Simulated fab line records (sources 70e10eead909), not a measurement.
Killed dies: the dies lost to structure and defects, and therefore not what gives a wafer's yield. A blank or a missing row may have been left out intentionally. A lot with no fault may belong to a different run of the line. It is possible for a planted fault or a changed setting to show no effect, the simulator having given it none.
fab line records	flow nandHarc	part 2 of 2: steps 5 to 6 of 6
[record] lots = 23	wafers = 69	lastDay = 24
route steps=1159 shown A_STAIRCASE@726 A_SGD_CUT@764
lots untouched by any fault: they come from a run of this same line in which no faults occurred
startH: hours from the record's opening day to when the first of the lot's shown wafers began	waitH: how many hours have passed since the lot's step before this one	" the same as in the row above	L1.1+2: several wafers, shown together as one row	- either no value or no given start	* or withheld: withheld	< > ~ a bound
route shown NAME@n: NAME is a module with steps in the file, n the number in the route of the first one	usual: the fault-free wafers' mean and standard deviation	same: alike in all rows	chamber/n: place in a boat	sites: each site's reading	_std_site: the values' standard deviation	_edge_site: outer sites' mean less inner sites'	radiusMm: how far each site lies from the wafer's centre	mask NAME#n: copy n	behind: the last tool/chamber to shape the wafer	hold: cause of the lot's hold/its duration in hours/its outcome	device: names the non-switching transistor (n, p or np)	end of line: tests of these same wafers at the route's end	step lacking rows: just its recipe	killed: dies lost to structure and defects at the first sort, not the wafer's yield	map: dies across one wafer; x = killed, . = not, _ = none there
set.NAME: the run value of the setting; set.NAME@STEP: its run value at that earlier step	model.NAME: the simulator's own value behind a step, which no gauge read
route steps across a sampled set of lots; one table per step, one row per wafer
services: when a tool's chamber went out of use (startH, in hours from the record's first day, below 0 if earlier), for how many hours, and the reason
[[steps]]
[step NHARC_A_SGD_CUT_ETCH_15]
[recipe] targetDepthA = 750	timeS = 64.3	ch3fFlowSccm = 50	o2FlowSccm = 30	arFlowSccm = 200	rfW = 500	biasW = 100	chemistry = CH3F/O2
[usual] drypumpMotorCurrentA = 5.8/0.48	oesProductAu = 0.969/0.015	rfVppV = 263.3/1.8	showerheadPlenumPTorr = 2.42/0.11	throttleValvePct = 20.662/0.009
lot.wafer	tool	chamber	startH	waitH	drypumpMotorCurrentA	oesProductAu	rfHoursCounterH	rfVppV	showerheadPlenumPTorr	throttleValvePct
L074.1	rieDiel-12	1	-	-	6.4	0.993	11	262.9	2.39	20.651
L074.2	"	2	"	"	4.8	0.977	11	265.0	2.57	20.659
L074.4	"	3	"	"	5.4	0.978	11	262.7	2.31	20.669
L075.1	rieDiel-05	0	-	-	5.5	0.962	9	267.1	2.59	20.677
L075.6	"	0	"	"	5.5	0.963	-	266.0	2.59	20.662
L075.4	"	3	"	"	6.4	0.965	-	260.7	2.30	20.651
L077.4	rieDiel-02	1	-	-	5.9	0.957	14	265.5	2.56	20.665
L077.5	"	1	"	"	5.9	0.971	-	264.1	2.56	20.657
L077.6	"	2	"	"	5.8	0.976	-	264.0	2.48	20.647
L079.3	rieDiel-12	1	-	-	6.4	0.998	14	262.3	2.39	20.666
L079.4	"	2	"	"	4.8	0.976	13	264.8	2.56	20.662
L079.5	"	0	"	"	6.7	0.984	-	262.6	2.32	20.671
L076.4	rieDiel-05	3	-	-	6.4	0.974	10	260.4	2.30	20.649
L076.1	"	0	"	"	5.5	0.963	10	266.5	2.59	20.653
L076.6	"	1	"	"	5.6	0.958	-	263.0	2.42	20.655
L078.4	rieDiel-12	2	-	-	4.8	0.985	14	266.4	2.56	20.657
L078.2	"	3	"	"	5.4	0.981	14	262.2	2.31	20.653
L078.6	"	1	"	"	6.4	1.005	-	263.3	2.39	20.657
L080.4	rieDiel-02	2	-	-	5.8	0.957	0	264.0	2.47	20.675
L080.3	"	0	"	"	5.7	0.963	0	262.3	2.30	20.665
L080.6	"	1	"	"	5.8	0.995	-	265.9	2.56	20.668
L083.3	rieDiel-02	1	-	-	5.8	0.970	1	264.5	2.56	20.668
L083.4	"	3	"	"	5.7	0.977	2	265.9	2.57	20.675
L083.5	"	0	"	"	5.7	0.946	-	260.1	2.30	20.656
L081.1	rieDiel-05	2	-	-	5.8	0.968	0	263.2	2.35	20.646
L081.4	"	3	"	"	6.4	0.956	0	261.7	2.30	20.670
L081.5	"	3	"	"	6.4	0.963	-	261.6	2.30	20.660
L082.1	rieDiel-05	0	-	-	5.5	0.977	1	264.8	2.59	20.665
L082.6	"	3	"	"	6.4	0.964	-	259.9	2.30	20.666
L082.5	"	0	"	"	5.5	0.987	-	266.0	2.59	20.657
L084.1	rieDiel-02	3	-	-	5.7	0.979	3	265.7	2.56	20.666
L084.4	"	1	"	"	5.9	0.966	3	264.2	2.56	20.650
L084.5	"	3	"	"	5.7	0.983	-	264.9	2.56	20.656
L085.4	rieDiel-12	2	-	-	4.8	0.977	18	265.6	2.56	20.665
L085.2	"	1	"	"	6.4	1.005	18	263.4	2.39	20.668
L085.6	"	3	"	"	5.4	0.976	-	261.1	2.30	20.655
L087.2	rieDiel-05	1	-	-	5.6	0.979	3	262.9	2.42	20.660
L087.6	"	3	"	"	6.4	0.961	-	261.0	2.30	20.669
L087.5	"	0	"	"	5.5	0.970	-	266.4	2.59	20.674
L086.2	rieDiel-05	2	-	-	5.8	0.986	2	261.7	2.35	20.655
L086.6	"	0	"	"	5.5	0.973	-	265.8	2.59	20.659
L086.5	"	1	"	"	5.6	0.965	-	262.9	2.42	20.665
L090.2	rieDiel-12	0	-	-	6.7	0.954	3	262.0	2.32	20.658
L090.1	"	1	"	"	6.4	0.971	2	264.2	2.39	20.667
L090.5	"	0	"	"	6.7	0.971	-	262.2	2.32	20.657
L089.4	rieDiel-05	0	-	-	5.5	0.957	4	267.1	2.59	20.654
L089.1	"	1	"	"	5.6	0.976	4	264.5	2.41	20.671
L089.5	"	0	"	"	5.5	0.960	-	266.5	2.59	20.645
L093.3	rieDiel-02	3	-	-	5.7	0.988	7	266.3	2.56	20.673
L093.6	"	0	"	"	5.7	0.964	-	260.8	2.30	20.667
L093.5	"	1	"	"	5.8	0.976	-	265.4	2.55	20.649
L088.2	rieDiel-05	3	-	-	6.4	0.952	5	261.4	2.30	20.676
L088.4	"	1	"	"	5.6	0.984	5	264.3	2.41	20.652
L088.5	"	3	"	"	6.4	0.954	-	260.2	2.30	20.658
L092.3	rieDiel-02	0	-	-	5.7	0.952	8	261.0	2.30	20.669
L092.4	"	1	"	"	5.8	0.964	9	265.0	2.55	20.663
L092.6	"	0	"	"	5.7	0.961	-	261.6	2.30	20.682
L096.3	rieDiel-05	2	-	-	5.8	0.960	4	262.8	2.35	20.653
L096.4	"	3	"	"	6.4	0.956	6	262.4	2.30	20.669
L096.5	"	3	"	"	6.4	0.951	-	262.3	2.30	20.663
L095.4	rieDiel-12	2	-	-	4.8	0.973	5	264.6	2.56	20.650
L095.3	"	3	"	"	5.4	0.999	6	262.4	2.30	20.658
L095.6	"	0	"	"	6.7	0.971	-	262.5	2.32	20.653
L094.4	rieDiel-02	0	-	-	5.7	0.954	10	261.1	2.30	20.664
L094.3	"	1	"	"	5.9	0.975	11	264.9	2.55	20.663
L094.2	"	2	"	"	5.8	0.966	10	263.8	2.47	20.676
L097.3	rieDiel-05	0	-	-	5.5	0.928	8	264.4	2.59	20.652
L097.5	"	2	"	"	5.8	0.943	-	261.0	2.35	20.667
L097.6	"	3	"	"	6.4	0.935	-	261.7	2.30	20.666
[step NHARC_A_SGD_CUT_CMP_21]
[recipe] targetThkNm = 148.19
[usual] edgeZonePressureFrac = 1.000/0.0052	motorCurrentA = 12.6/1.2	timeToEndpointS = 49/3.2
lot.wafer	tool	chamber	startH	waitH	edgeZonePressureFrac	motorCurrentA	timeToEndpointS
L074.1	cmp-04	0	320.62	0.4	1.000	12.1	49
L074.2	"	1	"	"	1.008	11.6	51
L074.4	"	2	"	"	1.002	14.3	51
L075.1	cmp-03	0	320.65	0.4	0.999	11.9	46
L075.4	"	1	"	"	1.003	12.8	50
L075.6	"	3	"	"	0.992	12.3	49
L077.4	cmp-01	1	326.48	0.5	0.995	13.6	54
L077.5	"	2	"	"	0.999	12.3	50
L077.6	"	3	"	"	1.002	13.6	50
L078.4	cmp-01	1	333.13	0.4	1.002	13.7	50
L078.2	"	0	"	"	1.005	11.0	46
L078.6	"	1	"	"	1.003	12.9	52
L079.4	cmp-04	2	333.16	0.4	0.998	14.6	46
L079.3	"	3	"	"	1.004	13.4	48
L079.5	"	2	"	"	0.988	14.9	45
L076.1	cmp-01	3	333.28	0.5	0.999	12.9	52
L076.4	"	2	"	"	0.990	12.2	49
L076.6	"	3	"	"	0.999	13.7	53
L080.4	cmp-04	0	344.36	0.4	1.000	12.0	46
L080.3	"	2	"	"	0.998	13.6	44
L080.6	"	1	"	"	1.004	11.0	47
L081.1	cmp-01	1	356.21	0.4	1.006	13.5	60
L081.4	"	3	"	"	0.999	13.6	52
L081.5	"	2	"	"	0.993	12.7	51
L083.3	cmp-03	0	356.26	0.4	1.009	11.9	47
L083.4	"	1	"	"	1.003	12.0	47
L083.5	"	3	"	"	1.004	12.2	47
L082.1	cmp-01	3	360.20	0.4	0.995	13.4	49
L082.6	"	3	"	"	1.003	13.0	51
L082.5	"	0	"	"	0.998	10.8	54
L084.1	cmp-01	0	375.40	0.4	0.997	11.1	48
L084.4	"	3	"	"	1.001	12.8	50
L084.5	"	1	"	"	0.998	12.7	54
L085.2	cmp-04	2	375.45	0.4	1.012	14.8	48
L085.4	"	3	"	"	0.999	13.9	51
L085.6	"	0	"	"	1.007	11.8	48
L086.2	cmp-01	2	389.19	0.4	0.993	12.4	49
L086.6	"	0	"	"	0.998	10.7	42
L086.5	"	1	"	"	1.011	12.6	52
L087.2	cmp-04	1	389.20	0.4	0.992	11.1	48
L087.6	"	2	"	"	0.993	14.5	43
L087.5	"	3	"	"	0.990	12.8	49
L089.1	cmp-04	0	406.97	0.4	0.996	12.0	47
L089.4	"	3	"	"	1.001	14.7	52
L089.5	"	1	"	"	0.999	12.0	52
L090.1	cmp-01	0	406.99	0.4	0.989	10.8	46
L090.2	"	1	"	"	1.005	13.8	52
L090.5	"	0	"	"	0.992	10.5	47
L088.4	cmp-04	1	422.36	0.4	1.000	11.4	49
L088.2	"	0	"	"	1.010	12.4	43
L088.5	"	2	"	"	0.998	14.9	45
L093.3	cmp-03	2	422.41	0.4	0.991	12.7	45
L093.5	"	0	"	"	1.004	11.7	44
L093.6	"	1	"	"	0.986	12.7	47
L092.3	cmp-04	1	422.51	0.5	1.005	10.3	49
L092.4	"	2	"	"	1.000	14.1	47
L092.6	"	1	"	"	0.996	11.6	51
L095.4	cmp-03	2	441.16	0.4	0.995	12.8	45
L095.3	"	1	"	"	1.012	12.7	45
L095.6	"	3	"	"	0.992	12.9	45
L096.3	cmp-01	2	441.21	0.4	0.998	12.4	49
L096.4	"	3	"	"	0.997	13.9	49
L096.5	"	1	"	"	1.005	13.6	52
L094.2	cmp-04	1	441.30	0.5	0.997	11.2	45
L094.3	"	2	"	"	1.003	14.1	43
L094.4	"	3	"	"	1.004	13.5	49
L097.3	cmp-01	2	453.97	0.4	0.989	11.8	50
L097.5	"	0	"	"	1.006	11.0	48
L097.6	"	1	"	"	1.000	13.2	50
[[services]]
tool	chamber	startH	hours	kind
rieDiel-09	2	285.48	8.2	repair
rieDiel-06	3	291.21	21.8	repair
rieDiel-05	3	292.27	8.1	repair
cmp-03	-	297.63	3.4	repair
rieDiel-07	1	310.76	2.2	repair
rieDiel-05	-	312.12	0.9	repair
rieDiel-05	1	315.11	4.8	repair
cmp-01	-	318.82	2.1	repair
rieDiel-06	3	326.38	3.6	repair
cmp-03	-	326.98	4.0	pm
rieDiel-06	0	328.72	43.8	repair
rieDiel-07	2	340.48	15.5	repair
rieDiel-09	3	360.57	16.6	repair
rieDiel-07	0	369.47	11.3	repair
rieDiel-07	-	372.31	0.6	repair
rieDiel-06	2	374.46	8.7	repair
cmp-01	-	375.75	4.0	pm
rieDiel-09	2	387.51	13.8	repair
rieDiel-07	-	405.36	9.0	pm
rieDiel-09	0	410.33	6.5	repair
rieDiel-06	-	419.60	9.0	pm
rieDiel-07	1	422.99	18.9	repair
rieDiel-09	-	431.16	9.0	pm
rieDiel-09	3	443.81	16.4	repair
